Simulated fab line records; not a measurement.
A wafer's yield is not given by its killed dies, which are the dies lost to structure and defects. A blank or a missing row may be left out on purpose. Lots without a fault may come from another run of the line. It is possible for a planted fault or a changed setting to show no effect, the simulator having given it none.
Split-lot study :: flow n5 finfet :: 7 lots, 21 wafers read, on a route of 1938 steps

THE SPLIT ITSELF
At N5_BEOL_M14_SPUTTER_43 (material TaN, target thk 15 nm, time 24.19 s), the setting power w was moved away from the recipe's 15000 W on 4 of the 21 wafers read, by -7.2% to +8.2%. All remaining wafers had this setting at the recipe value.

The reading is taken at the split's own step.

THE READING
TaN_of_BEOL_M14_SPUTTER_43.thk nm (the simulator's own value, which no gauge read), in nm, at N5_BEOL_M14_SPUTTER_43 (material TaN, target thk 15 nm, time 24.19 s). There is no usual value for it anywhere in the file. The 17 wafers here that ran the recipe average 15.1 nm, standard deviation 0.16 nm.

wafer: L075.1
tool, chamber at the split: pvd sputter-02, -
power w as run, W: 15000
against the recipe: recipe
TaN_of_BEOL_M14_SPUTTER_43.thk nm, nm: 15
against lot-mates on the recipe: -

wafer: L075.2
tool, chamber at the split: pvd sputter-02, -
power w as run, W: 15000
against the recipe: recipe
TaN_of_BEOL_M14_SPUTTER_43.thk nm, nm: 15
against lot-mates on the recipe: -

wafer: L075.5
tool, chamber at the split: pvd sputter-02, -
power w as run, W: 16230
against the recipe: +8.2%
TaN_of_BEOL_M14_SPUTTER_43.thk nm, nm: 16.4
against lot-mates on the recipe: +1.4

wafer: L079.2
tool, chamber at the split: pvd sputter-01, -
power w as run, W: 15000
against the recipe: recipe
TaN_of_BEOL_M14_SPUTTER_43.thk nm, nm: 15.2
against lot-mates on the recipe: -

wafer: L079.3
tool, chamber at the split: pvd sputter-01, -
power w as run, W: 15000
against the recipe: recipe
TaN_of_BEOL_M14_SPUTTER_43.thk nm, nm: 15
against lot-mates on the recipe: -

wafer: L079.4
tool, chamber at the split: pvd sputter-01, -
power w as run, W: 15000
against the recipe: recipe
TaN_of_BEOL_M14_SPUTTER_43.thk nm, nm: 14.8
against lot-mates on the recipe: -

wafer: L078.1
tool, chamber at the split: pvd sputter-03, -
power w as run, W: 15000
against the recipe: recipe
TaN_of_BEOL_M14_SPUTTER_43.thk nm, nm: 15
against lot-mates on the recipe: -

wafer: L078.2
tool, chamber at the split: pvd sputter-03, -
power w as run, W: 15000
against the recipe: recipe
TaN_of_BEOL_M14_SPUTTER_43.thk nm, nm: 15
against lot-mates on the recipe: -

wafer: L078.5
tool, chamber at the split: pvd sputter-03, -
power w as run, W: 15000
against the recipe: recipe
TaN_of_BEOL_M14_SPUTTER_43.thk nm, nm: 15
against lot-mates on the recipe: -

wafer: L085.1
tool, chamber at the split: pvd sputter-01, -
power w as run, W: 15000
against the recipe: recipe
TaN_of_BEOL_M14_SPUTTER_43.thk nm, nm: 15.2
against lot-mates on the recipe: -

wafer: L085.5
tool, chamber at the split: pvd sputter-01, -
power w as run, W: 15000
against the recipe: recipe
TaN_of_BEOL_M14_SPUTTER_43.thk nm, nm: 15.2
against lot-mates on the recipe: -

wafer: L085.6
tool, chamber at the split: pvd sputter-01, -
power w as run, W: 16050
against the recipe: +7.0%
TaN_of_BEOL_M14_SPUTTER_43.thk nm, nm: 16.2
against lot-mates on the recipe: +1.0

wafer: L090.2
tool, chamber at the split: pvd sputter-02, -
power w as run, W: 15000
against the recipe: recipe
TaN_of_BEOL_M14_SPUTTER_43.thk nm, nm: 15.4
against lot-mates on the recipe: -

wafer: L090.5
tool, chamber at the split: pvd sputter-02, -
power w as run, W: 15000
against the recipe: recipe
TaN_of_BEOL_M14_SPUTTER_43.thk nm, nm: 15.4
against lot-mates on the recipe: -

wafer: L090.6
tool, chamber at the split: pvd sputter-02, -
power w as run, W: 14050
against the recipe: -6.3%
TaN_of_BEOL_M14_SPUTTER_43.thk nm, nm: 14.2
against lot-mates on the recipe: -1.2

wafer: L096.1
tool, chamber at the split: pvd sputter-02, -
power w as run, W: 15000
against the recipe: recipe
TaN_of_BEOL_M14_SPUTTER_43.thk nm, nm: 15
against lot-mates on the recipe: -

wafer: L096.4
tool, chamber at the split: pvd sputter-02, -
power w as run, W: 15000
against the recipe: recipe
TaN_of_BEOL_M14_SPUTTER_43.thk nm, nm: 15
against lot-mates on the recipe: -

wafer: L096.6
tool, chamber at the split: pvd sputter-02, -
power w as run, W: 15000
against the recipe: recipe
TaN_of_BEOL_M14_SPUTTER_43.thk nm, nm: 15.2
against lot-mates on the recipe: -

wafer: L097.1
tool, chamber at the split: pvd sputter-02, -
power w as run, W: 15000
against the recipe: recipe
TaN_of_BEOL_M14_SPUTTER_43.thk nm, nm: 15.2
against lot-mates on the recipe: -

wafer: L097.2
tool, chamber at the split: pvd sputter-02, -
power w as run, W: 15000
against the recipe: recipe
TaN_of_BEOL_M14_SPUTTER_43.thk nm, nm: 15.2
against lot-mates on the recipe: -

wafer: L097.4
tool, chamber at the split: pvd sputter-02, -
power w as run, W: 13920
against the recipe: -7.2%
TaN_of_BEOL_M14_SPUTTER_43.thk nm, nm: 14
against lot-mates on the recipe: -1.2

FIT RESULTS
A straight line over all 21 wafers: TaN_of_BEOL_M14_SPUTTER_43.thk nm changes by +0.154 nm for each +1% of power w; r = +0.96; the points scatter about the line by 0.15 nm.
The same after taking each lot's own level away (the mean of its wafers on the recipe; 21 wafers): +0.167 nm for each +1%; r = +0.99; scatter 0.09 nm.
According to that fit, moving power w by its largest amount changes the reading by 1.4 nm.
Across the lots, their own levels run from 15.00 to 15.40 nm, a range of 2.6 times the standard deviation given above.
The two slopes agree, so the slope changes little with the lot-to-lot level.
Check: for one of the wafers moved furthest among these (+8.2%), held out of the fit, the line's prediction against its lot-mates is +1.33 nm. Against them it came out at +1.4 nm.

OTHER SPLITS ON THESE WAFERS
Note: prior to the reading, these wafers also went through further splits. Each is held against what the fit with the lots' levels taken away leaves over:
other split on the same wafers: N5_BEOL_M14_ILD_DEP_00 time s
wafers away from the commonest value: 8
r with TaN_of_BEOL_M14_SPUTTER_43.thk nm (lot level and that fit taken away): -0.28

other split on the same wafers: N5_BEOL_M14_PEB_08 peb time s
wafers away from the commonest value: 7
r with TaN_of_BEOL_M14_SPUTTER_43.thk nm (lot level and that fit taken away): -0.18

THE FILE'S OWN FIT
TaN_of_BEOL_M14_SPUTTER_43.thk nm changes by +0.167 nm for each +1% of power w, r = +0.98.
